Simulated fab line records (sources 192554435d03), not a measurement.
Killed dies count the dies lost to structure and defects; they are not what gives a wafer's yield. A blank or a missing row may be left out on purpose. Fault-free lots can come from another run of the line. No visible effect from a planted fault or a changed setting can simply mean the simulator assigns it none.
One fault through the eyes of 3 desks + flow n5 finfet + numbers are kept per desk, each desk with only its own; the story behind them comes last

METROLOGY DESK
Lot by lot, what the gauges showed, no matter which tool ran the lot: averages of those sampled wafers that carry a number. If a lot's mean is further than 4 standard deviations from the usual mean, the lot is out of limits and carries the mark OUT (the distance appears in the brackets). It has 12 readings; the 7 that lie furthest out on some lot are the ones shown.
Columns: A = cd nm at N5_BEOL_M4_CD_MEAS_11, usual 16.72 nm; B = DIBL_N at N5_BEOL_M4_RC_MEAS_101, usual 35.8 mV/V; C = IOFF_N at N5_BEOL_M4_RC_MEAS_101, usual 0.150 nA/um; D = SS_N at N5_BEOL_M4_RC_MEAS_101, usual 71.4 mV/dec; E = SS_P at N5_BEOL_M4_RC_MEAS_101, usual 73.1 mV/dec; F = VT_N at N5_BEOL_M4_RC_MEAS_101, usual 251 mV; G = VT_P at N5_BEOL_M4_RC_MEAS_101, usual -252 mV
| lot  | first seen here | A     | B    | C     | D    | E    | F   | G    |
|------|-----------------|-------|------|-------|------|------|-----|------|
| L391 | day 9 01:14     | 16.65 | 36.9 | 0.160 | 71.3 | 73.0 | 249 | -251 |
| L396 | day 10 18:43    | 16.33 | 33.5 | 0.142 | 70.8 | 72.3 | 250 | -250 |
| L397 | day 11 01:49    | 16.48 | 34.6 | 0.121 | 70.9 | 73.4 | 255 | -249 |
| L406 | day 13 08:18    | 16.49 | 37.0 | 0.154 | 71.2 | 73.1 | 251 | -252 |
| L408 | day 13 17:17    | 16.54 | 36.7 | 0.165 | 72.3 | 73.2 | 250 | -247 |
| L410 | day 14 00:58    | 17.17 | 36.8 | 0.161 | 71.9 | 73.3 | 250 | -251 |
Result from this desk: across the 6 lots, nothing is out of limits.

THE DEFECT DESK
Counts from the inspections along the route, per lot, as means over the sampled wafers that have a number. If a lot's mean is further than 4 standard deviations from the usual mean, the lot is out of limits and carries the mark OUT (the distance appears in the brackets).
Columns: A = raw defect count at N5_BEOL_M4_INSPECT_13, usual 417
| lot  | first seen here | A   |
|------|-----------------|-----|
| L391 | day 9 01:20     | 380 |
| L396 | day 10 18:48    | 270 |
| L397 | day 11 01:54    | 415 |
| L406 | day 13 08:23    | 356 |
| L408 | day 13 17:22    | 537 |
| L410 | day 14 01:03    | 358 |
Result from this desk: across the 6 lots, nothing is out of limits.

DESK OF THE TOOL OWNER: rie metal-03
The tool's own readings at N5_BEOL_M4_HM_OPEN_17 (chemistry Cl2/BCl3, target TiN, target depth 20 nm, overetch 6 nm): means of the sampled wafers that have a number, for each lot that ran on this tool. If a lot's mean is further than 4 standard deviations from the usual mean, the lot is out of limits and carries the mark OUT (the distance appears in the brackets).
Columns: A = drypump motor current A at N5_BEOL_M4_HM_OPEN_17, usual 5.3 A; B = mfc cl2 sccm at N5_BEOL_M4_HM_OPEN_17, usual 53.25 sccm; C = oes_ar_750_au at N5_BEOL_M4_HM_OPEN_17, usual 0.80 a.u.; D = oes product au at N5_BEOL_M4_HM_OPEN_17, usual 0.69 a.u.; E = throttle valve pct at N5_BEOL_M4_HM_OPEN_17, usual 22.1 %
| lot  | first seen here | A   | B     | C    | D    | E    |
|------|-----------------|-----|-------|------|------|------|
| L397 | day 11 02:26    | 5.2 | 53.24 | 0.82 | 0.69 | 22.1 |
| L406 | day 13 08:42    | 5.1 | 53.26 | 0.82 | 0.69 | 22.1 |
| L408 | day 13 17:39    | 5.3 | 53.39 | 0.80 | 0.67 | 22.1 |
Result from this desk: across the 3 lots, nothing is out of limits.

TAKEN TOGETHER
Metrology desk: nothing out of limits seen.
Nothing the defect desk looked at was out of limits.
Nothing out of limits was seen by the tool owner's desk.

WHAT THE SIMULATOR PUT IN
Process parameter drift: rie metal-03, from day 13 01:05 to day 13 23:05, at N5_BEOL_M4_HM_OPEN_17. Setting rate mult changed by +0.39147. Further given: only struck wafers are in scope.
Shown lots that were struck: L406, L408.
